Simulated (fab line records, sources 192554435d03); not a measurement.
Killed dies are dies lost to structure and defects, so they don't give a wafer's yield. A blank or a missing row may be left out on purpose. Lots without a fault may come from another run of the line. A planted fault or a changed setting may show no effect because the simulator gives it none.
fab line records | flow n5_finfet
record lots=4 wafers=12 last_day=17
route steps=1938 shown SDB@361 DUMMY_REMOVAL@377 HKMG_FIN@385 GATE_CUT@469 BEOL_M4@1111 PASSIVATION@1936
lots that met no fault: from a run of the same line without faults
start_h: hours from the record's first day to the start of the lot's first wafer shown | wait_h: hours since the lot's step before | " the same as in the row above | L1.1+2: a row that stands for several wafers | - no value, or no start given | * or withheld: withheld | < > ~ a bound
route shown NAME@n: a module of which the file shows steps, and the number in the route of the first | usual: mean/standard deviation of fault-free wafers | same: alike in all rows | chamber/n: place in a boat | sites: the reading at each site | _std_site: their standard deviation | _edge_site: outer sites' mean less inner sites' | radius_mm: how far each site lies from the wafer's centre | mask NAME#n: copy n | behind: the tool/chamber that last shaped the wafer | hold: why the lot was held/for how many hours/how that ended | device: the transistor (n, p or np) that didn't switch | end of line: the same wafers' tests at the end of the route | a step without rows: its recipe alone | killed: dies lost to structure and defects at the first sort, not the wafer's yield | map: a wafer's dies, x killed, . not, _ none there
set.NAME: the setting as run; set.NAME@STEP: as run at that earlier step | model.NAME: the simulator's own value behind a step, which no gauge read
lots at some steps of the route; a table a step, a row a wafer
services: from which hour (start_h, from the record's first day; less than 0 if before it) a tool's chamber was out of use, for how many hours, and why
## steps
# step N5_SDB_ETCH_18
# recipe chemistry=N2/H2 target=SOC target_depth_a=1000 overetch_a=200 mask_material=SiARC temp_c=40 time_s=150 ion_energy_ev=200 pressure_mtorr=30 source_w=840 bias_w=150 n2_flow_sccm=200 h2_flow_sccm=200
# step N5_SDB_STRIP_19
# recipe chemistry=N2/H2 temp_c=40 n2_flow_sccm=200 h2_flow_sccm=200 rf_frequency_hz=6e+07
# step N5_SDB_STRIP_21
# recipe chemistry=CF4 resist=SiARC power_w=300 bias_power_w=75 pressure_mtorr=50 cf4_flow_sccm=150 rf_frequency_hz=6e+07
# step N5_SDB_HM_OPEN_20
# recipe chemistry=CH3F/O2 target=SiNx mask_material=SOC target_depth_a=240 stop_on=poly-Si over_etch_frac=0.4 ion_energy_ev=120 pressure_mtorr=30 source_w=395 bias_w=73 Ar_flow_sccm=150 CH3F_flow_sccm=30 O2_flow_sccm=20
# step N5_SDB_STRIP_22
# recipe chemistry=N2/H2 power_w=1000 temp_c=250 h2_frac=0.65 overash_fraction=0.3 pressure_mtorr=withheld n2_flow_sccm=1750 h2_flow_sccm=3250
# step N5_SDB_PRECLEAN_23
# recipe chemistry=dHF time_s=30 temp_c=25 dilution=withheld
# step N5_SDB_DUMMY_REMOVE_24
# recipe chemistry=TMAH temp_c=70 target=poly-Si stop_on=SiO2 target_depth_nm=142 conc_wt_pct=5 time_s=57 dry=ipa_marangoni rinse_time_s=30 rinse_temp_c=23
# step N5_SDB_ETCH_25
# recipe chemistry=C4F6/O2 target=SiO2 target_depth_a=100 time_s=3.3 ion_energy_ev=250 mask_material=SiNx pressure_mtorr=30 source_w=345 bias_w=185 Ar_flow_sccm=300 C4F6_flow_sccm=10 O2_flow_sccm=10
# step N5_SDB_CUT_ETCH_26
# recipe chemistry=HBr/Cl2/O2 target=Si target_depth_a=1296 bt_time_s=20 mask_material=SiNx time_s=51.8 ion_energy_ev=* bias_w=* pressure_mtorr=10 icp_w=800 HBr_flow_sccm=150 Cl2_flow_sccm=80 O2_flow_sccm=12
# step N5_SDB_PRECLEAN_38
# recipe chemistry=dHF time_s=10 dilution=750:1 temp_c=25
# step N5_SDB_PRECLEAN_39
# recipe chemistry=O3/DIW time_s=45 temp_c=22 o3_ppm=10
# step N5_SDB_SRD_28
# recipe dry=ipa_marangoni time_s=30 temp_c=23 rinse_liquid=diw
# step N5_SDB_ALD_29
# recipe material=SiNx target_thk_a=300 temp_c=400 ald_precursor_family=SiH2I2 ald_co_reactant=N2/H2-plasma pulse_time_s=1 ald_cycles=600 purge_time_s=2 co_reactant_purge_time_s=2 pressure_torr=2
# usual ald_cycles=600/0 heater_power_w=871/130 precursor_pulse_height_rel=1.003/0.019 susceptor_temp_C=400.05/0.22
# columns lot.wafer tool chamber start_h wait_h ald_cycles heater_power_w precursor_pulse_height_rel susceptor_temp_C model.SiNx_of_SDB_ALD_29.thk_nm
L754.3 ald_sin-02 0 89.80 0.3 600 884 0.982 400.20 30.2
L754.5 " 2 91.15 1.6 600 792 1.010 400.19 30
L754.6 " 1 " " 534 691 1.001 399.95 26.8
L755.3 ald_sin-02 2 94.87 0.1 600 774 1.010 399.97 30
L755.4 " 0 " " 600 875 1.002 400.31 30
L755.6 " 1 96.22 1.5 534 693 0.976 400.17 26.8
L766.1 ald_sin-04 1 165.08 0.0 600 818 1.018 399.87 30.2
L766.5 " 2 166.43 1.4 600 938 1.023 399.72 30.2
L766.6 " 3 " " 600 1070 1.013 399.74 30.4
L773.2 ald_sin-02 0 206.71 0.0 600 887 1.011 399.97 29.8
L773.4 " 1 " " 600 699 0.992 400.12 30
L773.6 " 3 208.06 1.4 600 1066 1.028 400.17 29.8
# step N5_SDB_CMP_30
# recipe stop_on=poly-Si t_overpolish_s=1.54 post_cmp_clean=alkaline_brush down_force_psi=4.1491 platen_rpm=51.796 pad_velocity_m_s=1.0306 target_thk_nm=30
# step N5_DUMMY_REMOVAL_HM_STRIP_01
# recipe chemistry=CH3F/O2 material=SiNx target_depth_a=40 stop_on=poly-Si time_s=6.8 over_etch_frac=0.3 ion_energy_ev=60 power_w=410 bias_w=29 Ar_flow_sccm=150 CH3F_flow_sccm=30 O2_flow_sccm=20
# step N5_DUMMY_REMOVAL_STRIP_10
# recipe chemistry=N2/H2 time_s=40 power_w=100 temp_c=40 pressure_mtorr=100 rf_frequency_hz=6e+07 bias_power_w=3 n2_flow_sccm=300 h2_flow_sccm=300
# step N5_DUMMY_REMOVAL_PRECLEAN_07
# recipe chemistry=dHF time_s=30 temp_c=25 dilution=withheld
# step N5_DUMMY_REMOVAL_DUMMY_REMOVE_02
# recipe chemistry=TMAH temp_c=70 target=poly-Si stop_on=SiO2 target_depth_nm=142 conc_wt_pct=5 time_s=57 dry=ipa_marangoni rinse_time_s=30 rinse_temp_c=23
# step N5_DUMMY_REMOVAL_PRECLEAN_08
# recipe chemistry=NF3:NH3 afs_cycles=2 temp_c=30 time_s=20 sublimation_temp_c=180 sublimation_time_s=60 pressure_torr=3 rf_power_w=30
# step N5_DUMMY_REMOVAL_PRECLEAN_04
# recipe chemistry=DHF time_s=37 temp_c=25 dilution=500:1
# step N5_DUMMY_REMOVAL_SRD_05
# recipe dry=ipa_marangoni do_ppb=5 time_s=30 temp_c=23 rinse_liquid=diw
# step N5_HKMG_FIN_IL_REGROW_00
# recipe material=SiO2 target_thk_a=7.5 chemistry=O3 temp_c=withheld time_s=30
# step N5_HKMG_FIN_HK_ALD_01
# recipe material=HfO2 target_thk_a=16 temp_c=withheld ald_precursor_family=HfCl4 ald_co_reactant=H2O pulse_time_s=3 purge_time_s=3 co_reactant_purge_time_s=2.5 co_reactant_pulse_time_s=0.3 ald_cycles=30
# step N5_HKMG_FIN_HK_ANNEAL_02
# recipe temp_c=700 time_s=30 ambient=N2 idle_temp_c=600 ramp_up_c_per_s=150 ramp_down_c_per_s=60 cool_to_c=600
# step N5_HKMG_FIN_ALD_74
# recipe material=La2O3 target_thk_a=5 temp_c=250 ald_precursor_family=La-Cp ald_co_reactant=O3 pulse_time_s=6 co_reactant_pulse_time_s=1 purge_time_s=3 co_reactant_purge_time_s=3
# step N5_HKMG_FIN_ALD_75
# recipe material=Al2O3 target_thk_a=10 temp_c=150 ald_precursor_family=TMA ald_co_reactant=H2O pulse_time_s=withheld co_reactant_pulse_time_s=1
# step N5_HKMG_FIN_COAT_41
# recipe resist=SOC temp_c=250 time_s=60 spin_rpm=1500 resist_thk_nm=300
# step N5_HKMG_FIN_COAT_42
# recipe resist=SiARC temp_c=220 time_s=60 spin_rpm=1500 resist_thk_nm=35
# step N5_HKMG_FIN_COAT_43
# recipe resist=CAR-ArF spin_rpm=1500 resist_thk_nm=90
# step N5_HKMG_FIN_EBR_45
# recipe solvent=PGMEA ebr_width_mm=1.5
# step N5_HKMG_FIN_SOFTBAKE_44
# recipe temp_c=110 time_s=60 resist=CAR-ArF
# step N5_HKMG_FIN_EXPOSE_46
# recipe mask_id=NDIPOLE na=1.35 source_shape=conventional sigma_outer=0.8 polarization=unpolarized dose_mj=40
# step N5_HKMG_FIN_PEB_47
# recipe peb_temp_c=withheld peb_time_s=60 resist=CAR-ArF
# step N5_HKMG_FIN_DEVELOP_48
# recipe develop_time_s=30 developer=TMAH resist=CAR-ArF rinse_liquid=diw dry=air_spin dev_temp_c=23
# step N5_HKMG_FIN_DESCUM_53
# recipe chemistry=O2 time_s=7.9 source_power_w=50 bias_power_w=20 pressure_mtorr=20 rf_frequency_hz=2.712e+07 temp_c=40 resist=CAR-ArF o2_flow_sccm=225
# step N5_HKMG_FIN_ETCH_54
# recipe chemistry=CF4 target=SiARC target_depth_a=455 mask_material=CAR-ArF time_s=75.8 ion_energy_ev=80 pressure_mtorr=40 source_w=545 bias_w=36 Ar_flow_sccm=100 cf4_flow_sccm=100 ends=cleared
# step N5_GATE_CUT_ETCH_58
# recipe chemistry=CH3F/O2 target=SiNx target_depth_a=170 time_s=128.6 ion_energy_ev=50 pressure_mtorr=30 source_w=415 bias_w=21 Ar_flow_sccm=150 CH3F_flow_sccm=30 O2_flow_sccm=20
# usual drypump_motor_current_A=5.8/0.41 oes_product_au=0.76/0.066 rf_vpp_V=99.2/0.95 showerhead_plenum_p_Torr=2.01/0.053 throttle_valve_pct=16.36/0.16
# columns lot.wafer tool chamber start_h wait_h drypump_motor_current_A oes_product_au rf_hours_counter_h rf_vpp_V showerhead_plenum_p_Torr throttle_valve_pct model.SiNx_of_SDB_ALD_29.thk_nm
L754.3 rie_diel-02 1 103.39 0.0 6.0 0.81 88 99.2 1.94 16.57 24.8
L754.5 " 3 " " 5.8 0.73 - 99.4 1.99 16.20 24.6
L754.6 " 2 " " 6.3 0.75 - 99.5 2.08 16.39 21.8
L755.3 rie_diel-02 1 107.65 0.1 6.0 0.80 90 98.1 1.94 16.55 24.6
L755.4 " 1 " " 6.0 0.79 - 98.3 1.94 16.55 24.6
L755.6 " 3 " " 5.8 0.73 - 100.4 1.99 16.20 22
L766.1 rie_diel-05 1 178.38 0.0 6.3 0.69 225 99.8 2.06 16.33 24.8
L766.5 " 0 " " 6.1 0.83 - 99.6 2.02 16.38 24.6
L766.6 " 1 " " 6.3 0.68 - 100.5 2.06 16.33 25
L773.2 rie_diel-04 0 219.77 0.1 5.2 0.71 206 99.0 1.90 16.50 24.4
L773.4 " 3 " " 5.3 1.00 2 99.7 1.98 15.73 24.4
L773.6 " 2 " " 6.2 0.72 - 99.4 2.01 16.66 24.4
# step N5_BEOL_M4_RC_MEAS_101
# usual DIBL_N=36.3/1.7 DIBL_P=36.5/1.8 IOFF_N=0.16/0.033 IOFF_P=0.21/0.037 ION_N=675/11 ION_P=462/7.9 SS_N=71.6/0.64 SS_P=73.3/0.68 VT_N=249/3.3 VT_P=-250/3.3
# columns lot.wafer tool chamber start_h wait_h DIBL_N[mV/V] DIBL_P[mV/V] IOFF_N[nA/um] IOFF_P[nA/um] ION_N[uA/um] ION_P[uA/um] SS_N[mV/dec] SS_P[mV/dec] VT_N[mV] VT_P[mV]
L754.3 prober-01 0 183.02 0.3 38.1 37.8 0.19 0.26 684 467 71.9 73.3 245 -249
L754.5 " 0 " " 38.4 38.6 0.19 0.27 680 468 72.2 74.1 247 -247
L754.6 " 0 " " 36.8 36.7 0.16 0.23 675 463 70.9 73.6 250 -248
L755.3 prober-02 0 183.16 0.3 34.9 35.6 0.13 0.20 673 467 70.7 72.6 251 -252
L755.4 " 0 " " 34.9 35.7 0.14 0.21 666 467 71.5 73.5 251 -252
L755.6 " 0 " " 35.4 36.7 0.15 0.23 685 473 71.4 73.5 251 -248
L766.1 prober-02 0 258.55 0.0 38.2 36.6 0.16 0.17 658 441 72.6 73.6 252 -257
L766.5 " 0 " " 37.6 36.9 0.15 0.18 673 458 71.5 73.1 252 -254
L766.6 " 0 " " 36.9 35.5 0.14 0.17 658 450 71.8 74.0 252 -255
L773.2 prober-01 0 298.25 0.2 32.8 33.7 0.12 0.16 669 457 70.7 73.0 256 -253
L773.4 " 0 " " 34.1 35.2 0.14 0.18 660 457 71.2 72.9 252 -253
L773.6 " 0 " " 35.7 36.5 0.15 0.19 671 453 71.1 73.8 251 -254
# step N5_PASSIVATION_PROBE_49
# usual defect_limited_yield=91.3/1.5 killed_at_M0_to_M3=34/9.4 killed_at_M4_up=13/5.3 killed_at_contacts=13/5.7 killed_at_front_end=40/10 killed_at_other=3.7/2.8 killed_dies=103/17 killed_open=67/13 killed_short=35/8.5 sort_bin_5_function=5.0/0.98 sort_bin_6_memory=3.3/0.7 sort_bin_8_speed=0.00/0.007 sort_n_pass=1077/17 sort_yield_pct=91.3/1.5
# same gross_dies=1180 killed_at_back_side=0 sort_bin_4_leakage[%]=0
# columns lot.wafer tool chamber start_h wait_h defect_limited_yield[%] killed_at_M0_to_M3 killed_at_M4_up killed_at_contacts killed_at_front_end killed_at_other killed_dies killed_open killed_short sort_bin_5_function[%] sort_bin_6_memory[%] sort_bin_8_speed[%] sort_n_pass sort_yield_pct[%]
L755.3 prober-01 - 289.61 0.1 91.9 34 11 7 43 0 95 62 30 5.3 2.5 0 1085 91.9
L755.4 prober-01 - 289.66 0.2 93.4 24 10 5 34 5 78 52 24 4.2 1.9 0 1102 93.4
L755.6 prober-01 - 289.76 0.3 90.9 33 11 14 39 10 107 74 32 5.8 3.0 0 1073 90.9
L773.2 prober-01 - 402.88 0.1 90.3 39 19 13 43 0 114 74 38 5.4 4.0 0 1066 90.3
L773.4 prober-01 - 402.98 0.2 90.9 25 19 17 46 0 107 71 36 5.0 3.6 0 1073 90.9
L773.6 prober-01 - 403.08 0.3 91.8 23 14 13 47 0 97 68 29 4.7 3.3 0 1083 91.8
# killed by level:class
L755.3 STI_FIN_REVEAL:geometric_particle:open=19 BEOL_M1:geometric_particle:open=10 FIN_SAQP:geometric_particle:short=8 MOL_CONTACT_COAG:geometric_particle:open=6 BEOL_M3:geometric_particle:open=5 GATE_CUT:geometric_particle:short=4 BEOL_M0_SAQP:geometric_particle:open=4 BEOL_M0:geometric_particle:open=4
L755.4 STI_FIN_REVEAL:geometric_particle:open=14 FIN_SAQP:geometric_particle:short=5 BEOL_M0_SAQP:geometric_particle:open=5 BEOL_M2:geometric_particle:open=5 STI_FIN_REVEAL:geometric_particle:short=4 MOL_CONTACT_COAG:geometric_particle:open=4 BEOL_M1:geometric_particle:open=4 BEOL_M4:geometric_particle:open=4
L755.6 STI_FIN_REVEAL:geometric_particle:open=14 BEOL_M1:geometric_particle:open=9 MOL_CONTACT_COAG:geometric_particle:open=8 STARTING-WAFER:geometric_particle:open=7 FIN_SAQP:geometric_particle:short=6 FIN_SAQP:geometric_particle:open=6 MOL_CONTACT_COAG:geometric_particle:short=6 BEOL_M3:geometric_particle:open=6
L773.2 FIN_SAQP:geometric_particle:short=11 MOL_CONTACT_COAG:geometric_particle:open=11 BEOL_M2:geometric_particle:open=11 GATE_CUT:geometric_particle:short=9 GATE_CUT:geometric_particle:open=9 BEOL_M4:geometric_particle:open=9 BEOL_M0_SAQP:geometric_particle:open=8 BEOL_M1:geometric_particle:open=5
L773.4 MOL_CONTACT_COAG:geometric_particle:open=13 GATE_CUT:geometric_particle:short=10 BEOL_M4:geometric_particle:open=10 BEOL_M2:geometric_particle:open=8 DUMMY_GATE:geometric_particle:open=7 GATE_CUT:geometric_particle:open=7 STI_FIN_REVEAL:geometric_particle:open=5 MOL_CONTACT_COAG:geometric_particle:short=4
L773.6 MOL_CONTACT_COAG:geometric_particle:open=13 BEOL_M2:geometric_particle:open=10 GATE_CUT:geometric_particle:short=9 FIN_SAQP:geometric_particle:open=8 FIN_SAQP:geometric_particle:short=8 STI_FIN_REVEAL:geometric_particle:open=8 BEOL_M4:geometric_particle:open=7 BEOL_M3:geometric_particle:open=6
## services
# columns tool chamber start_h hours kind
ald_sin-02 - 70.08 1.6 repair
rie_diel-05 1 75.65 12.2 repair
ald_sin-04 - 85.25 14.0 pm
ald_sin-04 0 85.25 14.0 vent_cycle
ald_sin-04 1 85.25 14.0 vent_cycle
ald_sin-04 2 85.25 14.0 vent_cycle
ald_sin-04 3 85.25 14.0 vent_cycle
ald_sin-04 - 99.25 15.6 pm
ald_sin-04 0 99.25 - clean
ald_sin-04 1 99.25 - clean
ald_sin-04 2 99.25 - clean
rie_diel-04 3 102.34 4.6 repair
rie_diel-02 2 104.30 10.3 repair
rie_diel-05 3 106.16 6.8 repair
ald_sin-04 - 114.85 6.1 pm
rie_diel-05 1 139.32 17.3 repair
rie_diel-02 3 143.02 4.5 repair
rie_diel-04 0 150.47 3.8 repair
ald_sin-02 1 152.03 4.5 repair
rie_diel-02 3 155.23 9.1 repair
rie_diel-04 2 180.80 8.5 repair
ald_sin-02 - 180.96 14.6 pm
rie_diel-02 - 189.99 2.8 pm
ald_sin-02 - 215.38 0.4 repair
## key
first_sign step=N5_SDB_ALD_29 reading=ald_cycles direction=down sigmas=99+ usual=* struck=*
effect none on later readings
model_effect step=N5_SDB_ALD_29 value=SiNx_of_SDB_ALD_29.thk_nm without=30 struck=26.8
model_effect step=N5_GATE_CUT_ETCH_58 value=SiNx_of_SDB_ALD_29.thk_nm without=24.6 struck=21.9
met_at N5_SDB_ALD_29
struck_wafers L754.6,L755.6
fault kind=process_parameter_drift tool=ald_sin-02 chamber=- onset_h=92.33 steps=N5_SDB_ALD_29 channel=ald_cycles offset=* shape=step end_h=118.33 scope=struck_wafers_only acts_in=* stated=*
